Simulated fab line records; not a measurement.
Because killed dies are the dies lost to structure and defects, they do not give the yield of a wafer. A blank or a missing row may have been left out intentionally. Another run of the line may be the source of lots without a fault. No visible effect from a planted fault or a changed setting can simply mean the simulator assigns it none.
fab line records	flow nandHarc
record lots=24	wafers=72	lastDay=33
route steps=1302 shown P_GATE@155 P_CONTACT@246 P_M0@266 P_M2@349 P_BONDPAD@374 A_ONON_D1@445
lots that met no fault: from a run of the same line without faults
startH: start of the lot's first displayed wafer, in hours after the record's first day	waitH: hours from the lot's prior step to this one	" as in the row above	L1.1+2: one row covering several wafers at once	- no value present, or no start provided	* or withheld: withheld	< > ~ a bound
route shown NAME@n: names a module that has steps shown in the file, with the first one's number in the route	usual: the fault-free wafers' mean and standard deviation	same: alike in all rows	chamber/n: place in a boat	sites: the reading at each site	_std_site: the values' standard deviation	_edge_site: the outer-site mean with the inner-site mean subtracted	radiusMm: for every site, how far away it sits from the centre of the wafer	mask NAME#n: copy n	behind: the most recent tool/chamber to have shaped the wafer	hold: the reason the lot was held/the length of the hold in hours/how it ended	device: the transistor (n, p or np) that didn't switch	end of line: the same wafers' tests at the end of the route	a step without rows: its recipe alone	killed: count of dies lost to structure and defects at first sort (not the wafer's yield)	map: the dies of a wafer, with x for killed, . for not killed, _ for no die there
set.NAME: setting as actually run; set.NAME@STEP: the setting as run at that earlier step	model.NAME: the simulator's own value behind a step, which no gauge read
one table for each step of the route and one row for each wafer, over a sample of lots
services: when a tool's chamber went out of use (startH, in hours from the record's first day, below 0 if earlier), for how many hours, and the reason
## steps
# step NHARC_P_GATE_ALD_36
# recipe targetThkA=200	pulseTimeS=60	aldCycles=223	tempC=400	material=SiNx
# usual heaterPowerW=842/110	precursorPulseHeightRel=1.000/0.019	susceptorTempC=400.02/0.23
lot.wafer	tool	chamber	startH	waitH	heaterPowerW	precursorPulseHeightRel	sinceWetCleanH	susceptorTempC
L074.1	aldSin-03	1	100.18	-	735	1.005	100	399.68
L074.4	"	2	101.25	-	742	0.958	101	400.06
L074.3	"	3	102.31	-	719	0.995	102	399.67
L075.1	aldSin-04	2	117.28	-	940	0.994	20	399.92
L075.3	"	0	119.39	-	1036	1.007	22	399.57
L075.5	"	3	122.55	-	843	0.988	-	400.18
L076.2	aldSin-01	1	127.81	-	819	1.041	80	400.28
L076.5	"	3	129.22	-	841	1.015	-	399.84
L076.4	"	1	132.05	-	798	1.026	-	400.29
L077.2	aldSin-03	1	129.70	-	728	1.013	130	399.82
L077.3	"	2	130.75	-	730	0.990	131	400.15
L077.1	"	3	131.81	-	710	1.027	132	400.24
L078.4	aldSin-04	2	136.53	-	944	0.992	39	400.37
L078.5	"	1	139.73	-	862	0.990	-	399.88
L078.6	"	2	140.79	-	941	0.989	-	400.12
L079.4	aldSin-01	3	150.34	-	886	0.987	102	400.01
L079.1	"	2	153.52	-	1002	0.999	105	400.03
L079.6	"	0	155.64	-	959	0.992	-	399.59
L080.4	aldSin-03	1	162.28	-	722	0.988	162	400.16
L080.1	"	3	164.43	-	722	0.978	165	399.97
L080.5	"	0	165.51	-	722	0.975	-	399.98
L081.3	aldSin-04	2	168.32	-	931	1.000	71	400.35
L081.4	"	3	169.37	-	845	0.982	72	399.98
L081.5	"	0	170.43	-	1038	1.013	-	399.72
L082.4	aldSin-01	3	179.85	-	854	1.014	132	400.04
L082.5	"	1	181.95	-	814	0.983	-	400.00
L082.6	"	2	183.00	-	989	0.972	-	400.03
L083.3	aldSin-03	0	194.19	-	657	1.000	16	399.81
L083.6	"	1	195.27	-	690	1.018	-	399.98
L083.5	"	2	196.35	-	703	1.014	-	400.10
L084.4	aldSin-04	1	196.43	-	858	0.987	99	399.69
L084.3	"	3	198.55	-	860	0.980	101	399.74
L084.6	"	0	199.61	-	985	0.988	-	399.95
L085.1	aldSin-01	1	208.32	-	795	0.991	160	400.49
L085.6	"	2	209.75	-	1008	1.026	-	399.85
L085.5	"	1	212.61	-	816	1.044	-	400.30
L086.1	aldSin-03	2	216.83	-	697	0.988	39	400.32
L086.4	"	3	217.89	-	733	0.993	40	400.22
L086.5	"	2	221.06	-	700	0.991	-	399.49
L087.2	aldSin-04	3	227.99	-	850	1.000	130	400.18
L087.3	"	1	230.12	-	849	1.015	132	399.79
L087.5	"	0	233.31	-	1027	1.040	-	400.34
L089.2	aldSin-01	3	248.61	-	859	1.007	23	399.92
L089.1	"	1	250.72	-	793	1.009	25	399.99
L089.6	"	3	252.84	-	865	0.959	-	399.91
L088.4	aldSin-03	2	249.27	-	696	0.966	71	400.04
L088.1	"	3	250.35	-	718	1.033	72	399.98
L088.3	"	0	251.44	-	692	0.969	74	400.13
L090.2	aldSin-04	3	270.08	-	841	1.031	172	399.87
L090.4	"	0	271.53	-	1027	0.989	-	400.11
L090.5	"	3	274.42	-	882	1.012	-	400.18
L091.4	aldSin-01	1	273.25	-	800	0.996	47	400.04
L091.1	"	2	274.31	-	898	0.976	48	399.64
L091.3	"	3	275.37	-	842	1.006	49	399.86
L092.1	aldSin-03	2	282.25	-	721	1.002	104	399.75
L092.6	"	0	283.64	-	669	0.976	-	400.08
L092.4	"	2	286.42	-	712	0.995	-	400.08
L094.3	aldSin-04	0	299.18	-	1021	1.013	15	399.95
L094.4	"	1	300.23	-	904	0.996	16	400.14
L094.5	"	1	304.41	-	915	0.984	-	400.34
L093.4	aldSin-01	0	301.05	-	978	1.002	75	399.93
L093.2	"	1	302.11	-	792	1.019	76	400.11
L093.6	"	0	305.31	-	974	1.038	-	400.27
L095.2	aldSin-03	0	318.31	-	680	0.994	140	400.06
L095.6	"	0	322.50	-	677	0.979	-	400.20
L095.4	"	2	323.90	-	706	1.004	-	399.84
L096.3	aldSin-04	2	325.17	-	874	0.951	41	399.96
L096.1	"	3	326.23	-	825	0.974	42	400.00
L096.6	"	3	330.49	-	817	1.030	-	400.13
L097.1	aldSin-01	2	339.63	-	912	0.986	114	399.74
L097.4	"	0	341.76	-	958	1.023	116	400.36
L097.5	"	2	343.88	-	921	0.978	-	399.95
# step NHARC_P_CONTACT_PVD_32
# recipe targetThkA=50	chamberPressurePa=5	powerW=5000	substrateTempC=200	timeS=17.7	material=Ti
# usual throttleValvePct=29.7/1
lot.wafer	tool	chamber	startH	waitH	throttleValvePct
L074.3	pvdSputter-01	-	-	-	29.4
L074.4	"	-	"	"	28.7
L074.1	"	-	"	"	29.2
L075.3	pvdSputter-03	-	-	-	29.9
L075.1	"	-	"	"	28.9
L075.5	"	-	"	"	29.6
L076.2	pvdSputter-01	-	-	-	28.9
L076.4	"	-	"	"	29.1
L076.5	"	-	"	"	28.7
L077.2	pvdSputter-03	-	-	-	29.8
L077.1	"	-	"	"	29.9
L077.3	"	-	"	"	29.2
L078.4	pvdSputter-01	-	-	-	29.1
L078.5	"	-	"	"	28.9
L078.6	"	-	"	"	31.1
L079.1	pvdSputter-02	-	-	-	30.9
L079.4	"	-	"	"	29.0
L079.6	"	-	"	"	30.8
L080.1	pvdSputter-03	-	-	-	29.8
L080.4	"	-	"	"	29.3
L080.5	"	-	"	"	30.1
L081.3	pvdSputter-01	-	-	-	29.5
L081.4	"	-	"	"	29.1
L081.5	"	-	"	"	31.7
L082.4	pvdSputter-01	-	-	-	29.2
L082.6	"	-	"	"	28.7
L082.5	"	-	"	"	31.3
L083.3	pvdSputter-03	-	-	-	29.9
L083.5	"	-	"	"	30.0
L083.6	"	-	"	"	28.4
L084.3	pvdSputter-03	-	-	-	29.9
L084.4	"	-	"	"	29.4
L084.6	"	-	"	"	28.3
L085.1	pvdSputter-03	-	-	-	30.2
L085.5	"	-	"	"	30.0
L085.6	"	-	"	"	29.6
L086.1	pvdSputter-01	-	-	-	31.9
L086.4	"	-	"	"	29.1
L086.5	"	-	"	"	32.0
L087.2	pvdSputter-03	-	-	-	29.8
L087.3	"	-	"	"	29.8
L087.5	"	-	"	"	30.0
L089.1	pvdSputter-01	-	-	-	29.2
L089.2	"	-	"	"	29.0
L089.6	"	-	"	"	29.2
L088.3	pvdSputter-02	-	-	-	31.3
L088.1	"	-	"	"	29.4
L088.4	"	-	"	"	30.5
L090.4	pvdSputter-01	-	-	-	29.3
L090.2	"	-	"	"	29.2
L090.5	"	-	"	"	32.1
L091.3	pvdSputter-02	-	-	-	29.6
L091.4	"	-	"	"	30.7
L091.1	"	-	"	"	28.9
L092.1	pvdSputter-02	-	-	-	29.4
L092.4	"	-	"	"	31.3
L092.6	"	-	"	"	29.4
L094.4	pvdSputter-03	-	-	-	28.3
L094.3	"	-	"	"	29.7
L094.5	"	-	"	"	28.2
L093.2	pvdSputter-03	-	-	-	29.4
L093.4	"	-	"	"	29.9
L093.6	"	-	"	"	30.0
L095.2	pvdSputter-01	-	-	-	29.3
L095.4	"	-	"	"	29.5
L095.6	"	-	"	"	29.2
L096.1	pvdSputter-03	-	-	-	30.2
L096.3	"	-	"	"	29.4
L096.6	"	-	"	"	29.9
L097.1	pvdSputter-01	-	-	-	29.2
L097.4	"	-	"	"	29.0
L097.5	"	-	"	"	29.1
# step NHARC_P_M0_DESCUM_14
# recipe timeS=3	o2FlowSccm=200	arFlowSccm=0	biasPowerW=0	chemistry=O2
# usual drypumpMotorCurrentA=5.5/0.43	oesProductAu=1.000/0.0088	rfVppV=57.8/0.86	showerheadPlenumPTorr=1.91/0.094	throttleValvePct=11.311/0.0093
# same biasPowerW=0
lot.wafer	tool	chamber	startH	waitH	drypumpMotorCurrentA	oesProductAu	rfHoursCounterH	rfVppV	showerheadPlenumPTorr	throttleValvePct
L074.4	rieDiel-09	2	122.24	0.1	5.1	1.005	24	57.8	1.79	11.301
L074.1	"	3	"	"	6.0	1.008	26	57.6	2.05	11.297
L074.3	"	0	"	"	5.3	1.001	23	55.9	1.80	11.306
L075.3	rieDiel-09	0	140.42	0.1	5.3	0.994	26	57.3	1.80	11.307
L075.1	"	1	"	"	5.4	1.017	28	57.6	1.96	11.313
L075.5	"	2	"	"	5.1	1.001	-	57.3	1.79	11.316
L076.4	rieDiel-02	3	150.18	0.1	5.2	1.010	16	58.5	1.90	11.325
L076.2	"	0	"	"	5.1	1.010	32	57.5	1.96	11.304
L076.5	"	0	"	"	5.1	1.016	-	59.4	1.96	11.319
L077.3	rieDiel-09	0	152.68	0.1	5.3	1.007	0	56.6	1.80	11.297
L077.2	"	2	"	"	5.1	0.997	0	57.4	1.79	11.312
L077.1	"	3	"	"	6.0	0.996	0	58.2	2.05	11.306
L078.4	rieDiel-02	3	158.50	0.1	5.2	1.015	18	58.4	1.90	11.314
L078.5	"	0	"	"	5.1	1.002	-	59.0	1.96	11.305
L078.6	"	1	"	"	6.3	1.010	-	58.2	1.98	11.313
L079.1	rieDiel-09	3	173.52	0.1	6.0	0.995	5	59.0	2.05	11.310
L079.4	"	0	"	"	5.3	1.004	5	57.9	1.80	11.326
L079.6	"	1	"	"	5.4	1.009	-	57.6	1.96	11.295
L080.1	rieDiel-11	0	184.04	0.1	6.5	0.988	29	57.7	1.87	11.286
L080.4	"	1	"	"	5.6	0.988	34	58.1	1.95	11.340
L080.5	"	3	"	"	6.1	1.003	-	57.3	1.81	11.314
L081.4	rieDiel-09	1	189.33	0.1	5.4	1.002	7	57.4	1.96	11.316
L081.3	"	2	"	"	5.1	1.005	7	58.2	1.79	11.318
L081.5	"	0	"	"	5.3	0.996	-	58.2	1.80	11.311
L082.4	rieDiel-02	2	200.38	0.1	6.4	1.017	53	57.9	1.91	11.303
L082.5	"	0	"	"	5.1	0.999	-	57.7	1.95	11.316
L082.6	"	1	"	"	6.3	1.018	-	56.5	1.98	11.327
L083.3	rieDiel-09	2	213.93	0.1	5.2	1.007	13	58.6	1.79	11.331
L083.6	"	3	"	"	6.0	0.999	-	56.6	2.05	11.308
L083.5	"	0	"	"	5.3	0.999	-	57.7	1.79	11.304
L084.4	rieDiel-09	3	218.23	0.1	6.0	0.993	13	57.0	2.05	11.299
L084.3	"	1	"	"	5.4	0.998	13	58.5	1.96	11.320
L084.6	"	2	"	"	5.2	0.993	-	57.7	1.79	11.306
L085.1	rieDiel-09	0	230.66	0.1	5.3	0.987	16	58.3	1.79	11.324
L085.5	"	1	"	"	5.4	0.995	-	58.8	1.96	11.295
L085.6	"	2	"	"	5.1	0.994	-	57.3	1.78	11.292
L086.4	rieDiel-09	0	239.91	0.1	5.3	1.004	18	56.8	1.79	11.322
L086.1	"	2	"	"	5.1	0.992	18	57.5	1.79	11.305
L086.5	"	3	"	"	6.0	1.007	-	58.0	2.05	11.326
L087.3	rieDiel-09	1	251.07	0.1	5.4	1.006	18	57.5	1.96	11.326
L087.2	"	0	"	"	5.3	0.993	19	57.9	1.79	11.313
L087.5	"	1	"	"	5.4	1.002	-	57.5	1.96	11.298
L089.1	rieDiel-09	0	270.69	0.1	5.3	0.995	23	57.1	1.79	11.319
L089.2	"	2	"	"	5.1	0.993	22	56.5	1.78	11.311
L089.6	"	0	"	"	5.3	0.997	-	56.0	1.79	11.311
L088.4	rieDiel-09	0	271.68	0.1	5.3	0.990	23	56.4	1.79	11.300
L088.3	"	1	"	"	5.4	0.994	23	58.2	1.96	11.302
L088.1	"	2	"	"	5.1	0.995	22	60.0	1.78	11.312
L090.4	rieDiel-09	0	292.44	0.1	5.3	0.986	28	57.8	1.79	11.328
L090.2	"	1	"	"	5.4	1.000	28	59.4	1.96	11.315
L090.5	"	0	"	"	5.3	0.995	-	57.0	1.79	11.314
L091.1	rieDiel-09	3	296.13	0.1	6.0	0.994	26	58.5	2.04	11.304
L091.3	"	1	"	"	5.4	1.004	28	58.6	1.96	11.317
L091.4	"	3	"	"	6.0	0.999	-	59.1	2.04	11.301
L092.1	rieDiel-02	0	305.25	0.1	5.1	0.992	24	57.4	1.94	11.311
L092.6	"	1	"	"	6.3	0.985	-	59.0	1.97	11.316
L092.4	"	2	"	"	6.3	0.982	-	56.8	1.90	11.324
L094.3	rieDiel-02	3	322.28	0.1	5.2	1.006	22	57.8	1.88	11.313
L094.4	"	1	"	"	6.3	0.985	30	57.9	1.97	11.317
L094.5	"	3	"	"	5.2	1.016	-	57.9	1.89	11.306
L093.4	rieDiel-02	2	323.19	0.2	6.3	1.007	33	57.2	1.90	11.315
L093.2	"	0	"	"	5.1	0.999	28	56.2	1.94	11.315
L093.6	"	2	"	"	6.3	1.003	-	58.3	1.90	11.298
L095.2	rieDiel-02	0	342.82	0.1	5.1	1.002	32	56.3	1.94	11.312
L095.4	"	2	"	"	6.4	1.007	37	58.4	1.90	11.307
L095.6	"	0	"	"	5.1	0.994	-	57.9	1.94	11.314
L096.3	rieDiel-09	2	348.17	0.1	5.1	0.989	2	58.8	1.78	11.331
L096.1	"	0	"	"	5.3	1.009	2	57.1	1.79	11.311
L096.6	"	0	"	"	5.3	1.015	-	55.4	1.79	11.316
L097.1	rieDiel-09	3	361.48	0.1	6.0	0.986	2	58.3	2.04	11.300
L097.4	"	0	"	"	5.3	0.994	5	58.4	1.79	11.310
L097.5	"	0	"	"	5.3	0.994	-	57.5	1.79	11.297
# step NHARC_P_M2_PRE_CLEAN_32
# recipe timeS=12	tempC=370	rfPowerW=300	gas=NH3
# usual heaterPowerW=627/71	susceptorTempC=370.00/0.22
lot.wafer	tool	chamber	startH	waitH	heaterPowerW	sinceWetCleanH	susceptorTempC
L074.3	pecvd-02	1	133.62	0.1	585	74	369.93
L074.1	"	0	"	"	676	74	369.96
L074.4	"	0	"	"	655	-	370.15
L075.3	pecvd-02	1	151.14	0.1	634	92	369.73
L075.1	"	2	"	"	527	92	369.79
L075.5	"	0	"	"	620	-	369.87
L076.2	pecvd-03	0	160.79	0.1	636	144	369.97
L076.5	"	2	"	"	667	-	370.21
L076.4	"	0	"	"	645	-	369.78
L077.2	pecvd-03	1	163.50	0.1	564	146	369.94
L077.3	"	2	"	"	690	146	370.17
L077.1	"	0	"	"	758	146	369.98
L078.4	pecvd-01	2	170.07	0.1	547	-	369.93
L078.5	"	0	"	"	638	-	370.10
L078.6	"	1	"	"	664	-	370.36
L079.1	pecvd-01	1	184.25	0.1	648	41	370.42
L079.4	"	1	"	"	647	-	369.99
L079.6	"	2	"	"	479	-	370.42
L080.1	pecvd-01	2	195.12	0.1	549	52	370.27
L080.5	"	1	"	"	602	-	370.00
L080.4	"	0	"	"	712	-	369.68
L081.3	pecvd-02	1	200.57	0.1	648	141	370.18
L081.5	"	2	"	"	609	-	370.23
L081.4	"	1	"	"	650	-	369.77
L082.4	pecvd-01	0	211.32	0.1	668	-	369.67
L082.6	"	1	"	"	606	-	370.04
L082.5	"	2	"	"	564	-	369.90
L083.3	pecvd-01	1	224.76	0.1	638	82	370.02
L083.5	"	0	"	"	729	-	370.04
L083.6	"	1	"	"	647	-	370.19
L084.3	pecvd-01	2	229.52	0.1	559	86	369.84
L084.6	"	1	"	"	584	-	370.37
L084.4	"	2	"	"	550	-	369.79
L085.1	pecvd-01	1	242.02	0.1	641	99	370.05
L085.6	"	0	"	"	660	-	370.27
L085.5	"	1	"	"	641	-	369.83
L086.1	pecvd-02	2	250.95	0.1	590	11	370.14
L086.4	"	1	"	"	636	-	370.14
L086.5	"	0	"	"	684	-	369.82
L087.2	pecvd-01	1	262.02	0.1	644	119	369.72
L087.3	"	0	"	"	657	119	369.82
L087.5	"	2	"	"	538	-	369.81
L089.1	pecvd-01	2	282.75	0.1	534	140	370.15
L089.2	"	0	"	"	727	140	369.95
L089.6	"	2	"	"	531	-	370.11
L088.1	pecvd-03	1	282.94	0.1	567	85	369.72
L088.3	"	2	"	"	625	85	370.05
L088.4	"	2	"	"	619	-	370.22
L090.2	pecvd-02	2	303.31	0.1	602	63	370.17
L090.4	"	1	"	"	615	-	370.32
L090.5	"	0	"	"	655	-	369.89
L091.3	pecvd-03	0	306.95	0.1	782	109	370.10
L091.1	"	1	"	"	510	109	370.26
L091.4	"	2	"	"	737	-	369.96
L092.1	pecvd-02	2	316.68	0.1	568	76	369.94
L092.6	"	2	"	"	569	-	369.91
L092.4	"	0	"	"	727	-	369.98
L094.3	pecvd-03	2	333.26	0.1	652	135	370.40
L094.5	"	0	"	"	665	-	369.54
L094.4	"	1	"	"	521	-	369.94
L093.2	pecvd-01	0	334.30	0.1	698	10	370.10
L093.6	"	1	"	"	543	-	370.00
L093.4	"	2	"	"	541	-	369.83
L095.2	pecvd-03	1	353.60	0.1	611	155	370.11
L095.4	"	2	"	"	724	-	369.95
L095.6	"	1	"	"	599	-	370.00
L096.1	pecvd-01	0	359.98	0.1	665	36	370.45
L096.3	"	1	"	"	537	36	370.29
L096.6	"	1	"	"	563	-	370.43
L097.1	pecvd-01	0	372.37	0.1	735	48	369.89
L097.4	"	1	"	"	625	-	370.19
L097.5	"	2	"	"	512	-	370.19
# step NHARC_P_BONDPAD_DEGAS_25
# recipe tempC=300	timeS=60
# usual heaterPowerW=448/25	susceptorTempC=300.01/0.19
lot.wafer	tool	chamber	startH	waitH	heaterPowerW	susceptorTempC
L074.3	pvdSputter-01	-	136.51	-	495	-
L074.1	"	-	"	"	431	-
L074.4	"	-	"	"	431	-
L075.1	pvdSputter-03	-	153.88	-	485	300.06
L075.3	"	-	"	"	473	300.20
L075.5	"	-	"	"	420	299.83
L076.4	pvdSputter-02	-	163.65	-	461	300.12
L076.2	"	-	"	"	466	300.14
L076.5	"	-	"	"	433	299.88
L077.1	pvdSputter-02	-	166.25	-	432	299.96
L077.3	"	-	"	"	456	299.83
L077.2	"	-	"	"	462	299.98
L078.4	pvdSputter-02	-	172.93	-	450	300.59
L078.5	"	-	"	"	462	300.46
L078.6	"	-	"	"	428	299.82
L079.4	pvdSputter-03	-	187.01	-	447	300.12
L079.1	"	-	"	"	435	300.06
L079.6	"	-	"	"	483	300.21
L080.4	pvdSputter-02	-	197.97	-	462	300.10
L080.1	"	-	"	"	442	300.03
L080.5	"	-	"	"	451	300.10
L081.3	pvdSputter-02	-	203.26	-	455	300.05
L081.4	"	-	"	"	428	300.18
L081.5	"	-	"	"	448	299.95
L082.4	pvdSputter-02	-	214.16	-	457	300.19
L082.5	"	-	"	"	435	299.85
L082.6	"	-	"	"	449	300.17
L083.3	pvdSputter-03	-	227.64	-	410	299.96
L083.6	"	-	"	"	483	300.31
L083.5	"	-	"	"	453	299.91
L084.3	pvdSputter-03	-	232.35	-	435	300.24
L084.4	"	-	"	"	455	299.92
L084.6	"	-	"	"	429	300.20
L085.1	pvdSputter-01	-	244.88	-	425	299.90
L085.5	"	-	"	"	485	300.12
L085.6	"	-	"	"	422	299.83
L086.4	pvdSputter-02	-	253.71	-	435	299.71
L086.1	"	-	"	"	445	300.05
L086.5	"	-	"	"	451	300.10
L087.2	pvdSputter-03	-	264.88	-	478	299.91
L087.3	"	-	"	"	453	300.19
L087.5	"	-	"	"	482	300.04
L089.1	pvdSputter-01	-	285.61	-	425	299.83
L089.2	"	-	"	"	488	299.89
L089.6	"	-	"	"	445	300.00
L088.4	pvdSputter-02	-	285.78	-	447	300.18
L088.1	"	-	"	"	448	299.99
L088.3	"	-	"	"	471	299.99
L090.4	pvdSputter-03	-	306.17	-	426	300.09
L090.2	"	-	"	"	423	300.16
L090.5	"	-	"	"	426	300.03
L091.3	pvdSputter-02	-	309.86	-	436	299.72
L091.4	"	-	"	"	458	300.04
L091.1	"	-	"	"	453	299.75
L092.4	pvdSputter-03	-	319.40	-	424	300.22
L092.1	"	-	"	"	439	300.14
L092.6	"	-	"	"	408	300.45
L094.4	pvdSputter-02	-	336.14	-	441	300.12
L094.3	"	-	"	"	460	300.24
L094.5	"	-	"	"	470	299.98
L093.2	pvdSputter-03	-	337.02	-	474	300.18
L093.4	"	-	"	"	451	299.69
L093.6	"	-	"	"	460	300.23
L095.4	pvdSputter-02	-	356.31	-	474	-
L095.2	"	-	"	"	466	-
L095.6	"	-	"	"	455	-
L096.3	pvdSputter-02	-	362.85	-	466	-
L096.1	"	-	"	"	449	-
L096.6	"	-	"	"	465	-
L097.4	pvdSputter-01	-	375.22	-	431	299.69
L097.1	"	-	"	"	370	300.30
L097.5	"	-	"	"	487	299.64
# step NHARC_A_ONON_D1_THK_MEAS_30
# recipe thkMeasGauge=ellipsometry
# usual thkNm=1002/10
lot.wafer	tool	chamber	startH	waitH	thkNm
L074.1	filmMetro-02	-	172.36	-	995
L074.3	"	-	"	"	995
L074.4	"	-	"	"	997
L075.1	filmMetro-01	-	191.48	-	1012
L075.3	"	-	"	"	1010
L075.5	"	-	"	"	1012
L076.2	filmMetro-02	-	200.20	-	1021
L076.4	"	-	"	"	1022
L076.5	"	-	"	"	1021
L077.1	filmMetro-01	-	204.09	-	1011
L077.2	"	-	"	"	1014
L077.3	"	-	"	"	1013
L078.4	filmMetro-02	-	210.55	-	1003
L078.5	"	-	"	"	1003
L078.6	"	-	"	"	1002
L079.1	filmMetro-02	-	226.76	-	1012
L079.4	"	-	"	"	1012
L079.6	"	-	"	"	1013
L080.1	filmMetro-02	-	235.35	-	992
L080.4	"	-	"	"	994
L080.5	"	-	"	"	993
L081.3	filmMetro-01	-	240.81	-	986
L081.4	"	-	"	"	986
L081.5	"	-	"	"	988
L082.4	filmMetro-01	-	256.66	-	1014
L082.5	"	-	"	"	1013
L082.6	"	-	"	"	1013
L083.3	filmMetro-02	-	267.99	-	995
L083.5	"	-	"	"	993
L083.6	"	-	"	"	994
L084.3	filmMetro-01	-	272.00	-	1013
L084.4	"	-	"	"	1012
L084.6	"	-	"	"	1013
L085.1	filmMetro-02	-	283.92	-	1007
L085.5	"	-	"	"	1006
L085.6	"	-	"	"	1007
L086.1	filmMetro-02	-	292.67	-	1006
L086.4	"	-	"	"	1008
L086.5	"	-	"	"	1006
L087.2	filmMetro-01	-	308.24	-	984
L087.3	"	-	"	"	983
L087.5	"	-	"	"	983
L089.1	filmMetro-02	-	324.16	-	1010
L089.2	"	-	"	"	1009
L089.6	"	-	"	"	1010
L088.1	filmMetro-01	-	324.20	-	1008
L088.3	"	-	"	"	1007
L088.4	"	-	"	"	1009
L090.2	filmMetro-01	-	347.24	-	987
L090.4	"	-	"	"	983
L090.5	"	-	"	"	982
L091.1	filmMetro-02	-	347.39	-	995
L091.3	"	-	"	"	997
L091.4	"	-	"	"	996
L092.1	filmMetro-01	-	358.32	-	1011
L092.4	"	-	"	"	1009
L092.6	"	-	"	"	1009
L093.2	filmMetro-01	-	377.61	-	992
L093.4	"	-	"	"	992
L093.6	"	-	"	"	989
L094.3	filmMetro-01	-	377.62	-	998
L094.4	"	-	"	"	1000
L094.5	"	-	"	"	997
L095.2	filmMetro-02	-	394.40	-	1004
L095.4	"	-	"	"	1003
L095.6	"	-	"	"	1002
L096.1	filmMetro-01	-	401.49	-	1002
L096.3	"	-	"	"	1002
L096.6	"	-	"	"	1001
L097.1	filmMetro-02	-	413.20	-	994
L097.4	"	-	"	"	994
L097.5	"	-	"	"	993
## services
tool	chamber	startH	hours	kind
pvdSputter-02	-	96.62	3.0	repair
rieDiel-09	2	111.44	4.2	repair
pecvd-01	-	130.03	13.0	pm
pvdSputter-02	-	132.29	10.0	pm
rieDiel-09	-	143.10	9.0	pm
pvdSputter-03	-	170.00	10.0	pm
pecvd-01	1	189.87	3.7	repair
pvdSputter-01	-	226.87	10.0	pm
pvdSputter-01	-	239.13	5.3	repair
pecvd-01	2	285.34	10.2	repair
rieDiel-09	2	293.32	3.6	repair
rieDiel-09	0	294.86	1.2	repair
pecvd-01	-	308.20	0.3	repair
pvdSputter-02	-	310.29	10.0	pm
pecvd-01	-	311.03	13.0	pm
rieDiel-09	-	320.10	9.0	pm
pvdSputter-02	-	323.59	2.7	repair
rieDiel-09	-	341.46	0.5	repair
rieDiel-09	3	343.53	14.6	repair
pvdSputter-02	-	343.67	7.9	repair
pvdSputter-03	-	348.00	10.0	pm
pvdSputter-03	-	359.43	1.9	repair
pvdSputter-02	-	359.87	1.9	repair
pecvd-01	-	362.70	0.5	repair
## key
fault none
